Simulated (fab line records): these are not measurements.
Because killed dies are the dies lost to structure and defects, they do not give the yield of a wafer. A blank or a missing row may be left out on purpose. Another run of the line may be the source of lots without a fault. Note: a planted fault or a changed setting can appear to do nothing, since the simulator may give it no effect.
Chamber matching -- flow nand_harc -- NHARC_A_CHANNEL_FILL_D1_ALD_02 on ald_hk-04: 4 sister chambers
The step deposits SiO2, target thk 6 nm, pulse time 10 s, ald cycles 60. 18 wafers are shown with their chamber, then 9 later ones without.

## WAFERS, EACH WITH ITS CHAMBER
wafer,chamber,heater_power_w (W),precursor_pulse_height_rel,susceptor_temp_C (C)
L076.1,0,496,1.009,300.20
L076.4,2,510,1.038,300.04
L076.6,0,502,0.985,300.04
L079.1,3,433,1.013,300.03
L079.2,2,514,0.992,300.14
L079.6,1,391,1.009,299.73
L078.1,1,392,1.006,300.21
L078.3,0,498,0.993,299.88
L078.6,0,516,1.012,299.90
L083.1,1,391,1.010,300.08
L083.3,3,446,0.975,299.79
L083.4,0,513,0.977,300.22
L089.3,2,515,1.018,299.74
L089.5,3,434,0.954,300.14
L089.6,2,519,1.001,299.80
L090.2,2,518,0.978,299.94
L090.5,0,518,1.000,300.42
L090.6,1,392,1.013,300.16

SIGNATURES (averages over the wafers above)
reading,chamber 0,chamber 1,chamber 2,chamber 3,scatter within a chamber
heater_power_w,507.17,391.50,515.20,437.67,6.66
precursor_pulse_height_rel,0.99600,1.00950,1.00540,0.98067,0.0187
susceptor_temp_C,300.1100,300.0450,299.9320,299.9867,0.195
Rule: for a wafer and a chamber, the distance is found by dividing, reading by reading, the gap between the wafer's reading and the chamber's mean by the reading's scatter, squaring, summing and taking the root. The wafer belongs to the nearest chamber; if the next one is less than 2 further off, it can't be placed. How the scatter is found: for the shown wafers, subtract from each reading the mean of its chamber, square and add these, divide the total by (wafers less chambers), then take the root.

## WAFERS WHOSE CHAMBER IS MISSING
wafer,heater_power_w (W),precursor_pulse_height_rel,susceptor_temp_C (C)
L092.2,375,1.002,299.99
L092.5,393,0.992,300.14
L092.6,516,0.990,300.02
L094.2,504,0.955,300.09
L094.3,375,1.027,300.18
L094.5,504,1.035,299.84
L097.1,508,0.968,299.55
L097.2,392,1.010,299.79
L097.5,404,1.013,299.49

## WHICH CHAMBER EACH WENT THROUGH
wafer,from the rows above,in truth
L092.2,1,1
L092.5,1,1
L092.6,can't be placed: 2 or 0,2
L094.2,can't be placed: 0 or 2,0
L094.3,1,1
L094.5,can't be placed: 2 or 0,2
L097.1,can't be placed: 2 or 0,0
L097.2,1,1
L097.5,1,1
5 of 9 placed correctly. These rows do not allow placing 4 (true chamber among the candidates in 4). Number placed wrongly: 0.
